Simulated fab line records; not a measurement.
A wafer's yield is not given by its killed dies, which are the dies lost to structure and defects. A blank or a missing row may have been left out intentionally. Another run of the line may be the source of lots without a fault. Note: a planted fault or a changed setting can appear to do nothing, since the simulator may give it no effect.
Chamber matching | flow nandHarc | rieDiel-11 running NHARC_A_M1_ETCH_35: 4 sister chambers
The step etches the open film in N2/H2, target depth 40 nm, overetch 12 nm, time 43.94 s. 22 wafers are shown with their chamber, then 11 later ones without.

WAFERS PAIRED WITH THEIR CHAMBERS
wafer  | chamber | drypumpMotorCurrentA (A) | showerheadPlenumPTorr (Torr) | rfVppV (V)
L074.1 | 0       | 6.1                      | 1.95                         | 426.8
L074.4 | 3       | 6.2                      | 1.94                         | 428.1
L074.5 | 1       | 5.3                      | 2.16                         | 433.8
L074.2 | 1       | 5.3                      | 2.16                         | 432.7
L074.3 | 2       | 4.9                      | 1.93                         | 428.4
L074.6 | 0       | 6.1                      | 1.95                         | 426.7
L075.1 | 2       | 4.9                      | 1.93                         | 427.3
L075.4 | 1       | 5.3                      | 2.16                         | 434.0
L075.5 | 0       | 6.1                      | 1.95                         | 427.4
L080.4 | 1       | 5.3                      | 2.16                         | 433.3
L080.5 | 1       | 5.3                      | 2.16                         | 432.9
L080.6 | 0       | 6.1                      | 1.95                         | 427.8
L085.2 | 0       | 6.1                      | 1.95                         | 428.2
L085.3 | 2       | 4.9                      | 1.92                         | 427.0
L085.6 | 3       | 6.1                      | 1.94                         | 429.5
L090.1 | 1       | 5.3                      | 2.15                         | 433.0
L090.5 | 1       | 5.3                      | 2.15                         | 432.8
L090.6 | 0       | 6.1                      | 1.95                         | 427.8
L091.3 | 2       | 4.9                      | 1.92                         | 426.7
L091.4 | 3       | 6.2                      | 1.94                         | 428.1
L091.6 | 2       | 4.9                      | 1.92                         | 427.8
L092.1 | 3       | 6.2                      | 1.94                         | 427.9

SIGNATURES (averages over the wafers above)
reading               | chamber 0 | chamber 1 | chamber 2 | chamber 3 | scatter within a chamber
drypumpMotorCurrentA  | 6.100     | 5.300     | 4.900     | 6.175     | 0.0204
showerheadPlenumPTorr | 1.9500    | 2.1571    | 1.9240    | 1.9400    | 0.00382
rfVppV                | 427.450   | 433.214   | 427.440   | 428.400   | 0.614
Rule: for a wafer and a chamber, the distance is found by dividing, reading by reading, the gap between the wafer's reading and the chamber's mean by the reading's scatter, squaring, summing and taking the root. If the next closest chamber is less than 2 further off than the closest, the wafer can't be placed; otherwise it belongs to the closest. The scatter: the root of (the sum of the squares of (reading less its chamber's mean) over the shown wafers, divided by (wafers less chambers)).

WAFERS WHOSE CHAMBER IS MISSING
wafer  | drypumpMotorCurrentA (A) | showerheadPlenumPTorr (Torr) | rfVppV (V)
L092.3 | 6.1                      | 1.95                         | 428.1
L092.6 | 5.3                      | 2.15                         | 433.3
L092.2 | 5.3                      | 2.15                         | 433.8
L092.4 | 4.9                      | 1.92                         | 427.7
L092.5 | 6.1                      | 1.95                         | 428.8
L094.1 | 6.1                      | 1.95                         | 428.9
L094.2 | 5.3                      | 2.15                         | 434.6
L094.3 | 4.9                      | 1.92                         | 427.0
L094.4 | 6.2                      | 1.94                         | 427.3
L094.5 | 6.2                      | 1.94                         | 426.2
L094.6 | 4.9                      | 1.92                         | 426.7

THE CHAMBER EACH PASSED THROUGH
wafer  | from the rows above | in truth
L092.3 | 0                   | 0
L092.6 | 1                   | 1
L092.2 | 1                   | 1
L092.4 | 2                   | 2
L092.5 | 0                   | 0
L094.1 | 0                   | 0
L094.2 | 1                   | 1
L094.3 | 2                   | 2
L094.4 | 3                   | 3
L094.5 | 3                   | 3
L094.6 | 2                   | 2
Correct placement for 11 of the 11. Number that these rows cannot place: 0. Number placed wrongly: 0.
